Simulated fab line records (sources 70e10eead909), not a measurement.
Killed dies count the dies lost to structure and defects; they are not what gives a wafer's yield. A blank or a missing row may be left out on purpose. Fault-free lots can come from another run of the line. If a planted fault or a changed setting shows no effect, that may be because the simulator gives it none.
What tool caused it? + flow nand-harc + 24 lots, 72 wafers sampled, at 4 steps of a route of 1302

== WHAT THE GAUGES SHOWED, per wafer ==
NHARC_A_SGD_CUT_THK_MEAS_22: measures by ellipsometry. Usual: thk-nm at 148.4 nm, with a standard deviation of 1.4.
| lot  | measured     | on            | thk-nm (nm)       | flag |
|------|--------------|---------------|-------------------|------|
| L074 | day 19 11:41 | film-metro-01 | 149.3 150.3 150.4 |      |
| L075 | day 20 00:25 | film-metro-01 | 148.0 148.0 148.3 |      |
| L078 | day 20 09:10 | film-metro-01 | 148.9 148.2 148.2 |      |
| L076 | day 20 09:10 | film-metro-01 | 147.3 149.2 147.6 |      |
| L077 | day 20 09:11 | film-metro-02 | 150.4 148.6 148.0 |      |
| L079 | day 21 03:29 | film-metro-01 | 146.0 148.8 147.5 |      |
| L080 | day 21 03:29 | film-metro-02 | 145.3 149.5 145.6 |      |
| L082 | day 22 13:58 | film-metro-01 | 147.4 149.7 150.1 |      |
| L081 | day 22 13:59 | film-metro-02 | 149.5 148.4 150.6 |      |
| L083 | day 23 15:14 | film-metro-01 | 149.4 148.1 148.3 |      |
| L084 | day 23 15:14 | film-metro-02 | 147.5 148.3 147.7 |      |
| L085 | day 24 12:09 | film-metro-02 | 148.0 149.0 150.1 |      |
| L086 | day 24 12:09 | film-metro-01 | 149.6 147.1 149.2 |      |
| L088 | day 25 18:12 | film-metro-02 | 148.0 145.9 151.0 |      |
| L087 | day 25 18:13 | film-metro-02 | 146.4 149.7 147.7 |      |
| L089 | day 26 04:27 | film-metro-02 | 146.9 146.6 147.4 |      |
| L090 | day 26 10:12 | film-metro-02 | 150.7 149.3 150.6 |      |
| L092 | day 26 22:47 | film-metro-01 | 147.7 149.7 149.9 |      |
| L091 | day 26 22:47 | film-metro-02 | 149.7 146.7 149.3 |      |
| L093 | day 26 22:52 | film-metro-01 | 145.2 145.0 148.2 |      |
| L094 | day 28 07:10 | film-metro-02 | 148.9 149.8 147.0 |      |
| L095 | day 28 16:22 | film-metro-01 | 148.7 148.8 149.8 |      |
| L096 | day 29 02:23 | film-metro-02 | 150.1 148.1 149.1 |      |
| L097 | day 29 02:23 | film-metro-01 | 148.6 146.8 150.6 |      |

NHARC_A_WL_FILL_INSPECT_15. Usual: raw-defect-count at 464, with a standard deviation of 120.
| lot  | measured     | on                | raw-defect-count | flag |
|------|--------------|-------------------|------------------|------|
| L074 | day 21 04:08 | defect-inspect-01 | 343 482 383      |      |
| L075 | day 21 13:49 | defect-inspect-02 | 591 327 287      |      |
| L078 | day 22 04:46 | defect-inspect-01 | 402 837 556      |      |
| L076 | day 22 04:53 | defect-inspect-02 | 508 377 540      |      |
| L077 | day 22 04:45 | defect-inspect-02 | 388 547 346      |      |
| L079 | day 22 17:28 | defect-inspect-01 | 433 405 491      |      |
| L080 | day 22 17:28 | defect-inspect-02 | 739 390 413      |      |
| L082 | day 24 02:13 | defect-inspect-01 | 437 539 492      |      |
| L081 | day 24 06:14 | defect-inspect-02 | 675 474 600      |      |
| L083 | day 25 07:16 | defect-inspect-02 | 359 515 517      |      |
| L084 | day 25 07:17 | defect-inspect-01 | 493 648 526      |      |
| L085 | day 26 02:00 | defect-inspect-02 | 256 227 271      |      |
| L086 | day 26 01:52 | defect-inspect-02 | 461 495 455      |      |
| L088 | day 27 09:12 | defect-inspect-01 | 376 353 466      |      |
| L087 | day 27 09:21 | defect-inspect-02 | 419 370 359      |      |
| L089 | day 27 19:06 | defect-inspect-02 | 378 385 459      |      |
| L090 | day 27 22:38 | defect-inspect-01 | 477 518 710      |      |
| L092 | day 28 13:40 | defect-inspect-02 | 561 510 437      |      |
| L091 | day 28 13:31 | defect-inspect-02 | 459 434 551      |      |
| L093 | day 28 13:32 | defect-inspect-01 | 543 720 672      |      |
| L094 | day 30 00:05 | defect-inspect-02 | 419 440 483      |      |
| L095 | day 30 10:19 | defect-inspect-01 | 374 438 594      |      |
| L096 | day 31 12:07 | defect-inspect-01 | 302 261 272      |      |
| L097 | day 30 21:13 | defect-inspect-02 | 599 690 577      |      |

NHARC_A_CONTACT_INSPECT_44. Usual: raw-defect-count at 82, with a standard deviation of 39.
| lot  | measured     | on                | raw-defect-count | flag |
|------|--------------|-------------------|------------------|------|
| L074 | day 21 14:19 | defect-inspect-02 | 24 17 15         |      |
| L075 | day 21 19:37 | defect-inspect-01 | 138 96 95        |      |
| L078 | day 22 10:53 | defect-inspect-01 | 15 14 18         |      |
| L076 | day 22 12:21 | defect-inspect-01 | 71 75 65         |      |
| L077 | day 22 10:29 | defect-inspect-02 | 121 97 109       |      |
| L079 | day 23 03:18 | defect-inspect-02 | 108 95 113       |      |
| L080 | day 23 03:00 | defect-inspect-01 | 77 68 77         |      |
| L082 | day 24 08:33 | defect-inspect-01 | 98 110 122       |      |
| L081 | day 24 14:23 | defect-inspect-02 | 116 124 120      |      |
| L083 | day 25 13:01 | defect-inspect-01 | 129 127 114      |      |
| L084 | day 25 13:13 | defect-inspect-02 | 14 19 21         |      |
| L085 | day 26 09:02 | defect-inspect-02 | 29 20 31         |      |
| L086 | day 26 08:18 | defect-inspect-02 | 132 136 148      |      |
| L088 | day 27 15:01 | defect-inspect-01 | 111 105 116      |      |
| L087 | day 27 15:13 | defect-inspect-02 | 70 60 73         |      |
| L089 | day 28 00:58 | defect-inspect-01 | 110 102 91       |      |
| L090 | day 28 05:49 | defect-inspect-02 | 112 113 123      |      |
| L092 | day 28 23:28 | defect-inspect-01 | 64 75 67         |      |
| L091 | day 28 19:17 | defect-inspect-02 | 97 104 110       |      |
| L093 | day 28 19:52 | defect-inspect-02 | 65 79 61         |      |
| L094 | day 30 05:47 | defect-inspect-01 | 108 123 120      |      |
| L095 | day 30 16:26 | defect-inspect-02 | 102 79 96        |      |
| L096 | day 31 17:54 | defect-inspect-01 | 15 17 12         |      |
| L097 | day 31 02:55 | defect-inspect-01 | 110 123 96       |      |

== WHAT TOOL EACH LOT RAN ON (gives the tool, then ch and the chambers of the sampled wafers, and finally the start) ==
| lot  | NHARC_A_WL_FILL_ETCHBACK_04       |
|------|-----------------------------------|
| L074 | rie-metal-02 ch 0,1, day 20 11:07 |
| L075 | rie-metal-02 ch 0,1, day 20 21:16 |
| L078 | rie-metal-03 ch 0,1, day 21 09:27 |
| L076 | rie-metal-02 ch 0,1, day 21 12:53 |
| L077 | rie-metal-01 ch 0,1, day 21 12:50 |
| L079 | rie-metal-02 ch 0,1, day 22 00:26 |
| L080 | rie-metal-01 ch 0,1, day 22 00:19 |
| L082 | rie-metal-03 ch 0,1, day 23 09:49 |
| L081 | rie-metal-01 ch 1, day 23 13:10   |
| L083 | rie-metal-01 ch 0,1, day 24 11:05 |
| L084 | rie-metal-02 ch 0,1, day 24 11:07 |
| L085 | rie-metal-01 ch 0, day 25 08:10   |
| L086 | rie-metal-02 ch 0,1, day 25 07:49 |
| L088 | rie-metal-02 ch 0,1, day 26 16:23 |
| L087 | rie-metal-01 ch 1, day 26 16:25   |
| L089 | rie-metal-01 ch 0,1, day 27 01:17 |
| L090 | rie-metal-02 ch 0,1, day 27 06:11 |
| L092 | rie-metal-02 ch 0,1, day 27 19:17 |
| L091 | rie-metal-03 ch 0,1, day 27 19:36 |
| L093 | rie-metal-01 ch 0,1, day 27 23:11 |
| L094 | rie-metal-02 ch 0,1, day 29 07:09 |
| L095 | rie-metal-01 ch 1, day 29 17:26   |
| L096 | rie-metal-03 ch 0,1, day 30 15:10 |
| L097 | rie-metal-02 ch 0,1, day 30 01:53 |
- NHARC_A_WL_FILL_ETCHBACK_04: etches the open film in NF3, target depth 60 nm, time 120 s.

== AS READ BY THE TOOLS THEMSELVES (means over the sampled wafers that have a number; for cases with no such wafer, the mark the record gives instead) ==
NHARC_A_WL_FILL_ETCHBACK_04. Usual: drypump-motor-current-A 5.60 A, standard deviation 0.22; oes-product-au 0.999 a.u., standard deviation 0.01.
| lot  | tool         | drypump-motor-current-A (A) | oes-product-au (a.u.) | flag |
|------|--------------|-----------------------------|-----------------------|------|
| L074 | rie-metal-02 | 5.63                        | 1.005                 |      |
| L075 | rie-metal-02 | 5.62                        | 1.002                 |      |
| L078 | rie-metal-03 | 5.40                        | 0.988                 |      |
| L076 | rie-metal-02 | 5.62                        | 1.010                 |      |
| L077 | rie-metal-01 | 5.55                        | 1.003                 |      |
| L079 | rie-metal-02 | 5.60                        | 1.009                 |      |
| L080 | rie-metal-01 | 5.55                        | 1.002                 |      |
| L082 | rie-metal-03 | 5.60                        | 0.986                 |      |
| L081 | rie-metal-01 | 5.35                        | 1.001                 |      |
| L083 | rie-metal-01 | 5.55                        | 1.002                 |      |
| L084 | rie-metal-02 | 5.59                        | 1.010                 |      |
| L085 | rie-metal-01 | 5.95                        | 1.002                 |      |
| L086 | rie-metal-02 | 5.58                        | 1.002                 |      |
| L088 | rie-metal-02 | 5.62                        | 1.002                 |      |
| L087 | rie-metal-01 | 5.36                        | 0.986                 |      |
| L089 | rie-metal-01 | 5.74                        | 0.989                 |      |
| L090 | rie-metal-02 | 5.59                        | 1.014                 |      |
| L092 | rie-metal-02 | 5.60                        | 0.999                 |      |
| L091 | rie-metal-03 | 5.59                        | 0.992                 |      |
| L093 | rie-metal-01 | 5.54                        | 0.995                 |      |
| L094 | rie-metal-02 | 5.60                        | 0.995                 |      |
| L095 | rie-metal-01 | 5.35                        | 0.987                 |      |
| L096 | rie-metal-03 | 5.59                        | 1.003                 |      |
| L097 | rie-metal-02 | 5.60                        | 0.991                 |      |

== THE ANSWER, worked out from the rows above alone ==
Rule: a lot is off if the mean of its wafers that have a number lies more than 3 standard deviations from the usual mean. Also off: a lot with no number at a reading for which 4 or more lots have one. The other lots that the step has rows for count as sound. First the gauges in route order, then the tools' own readings, where a lot's mean is used as printed above. At the first step where some lot is off, the reading lying furthest off is the one used; lots without a number count as furthest.
No lot is off at any reading shown: from this, nothing can be told.

== WHAT THE SIMULATOR HAD PUT IN ==
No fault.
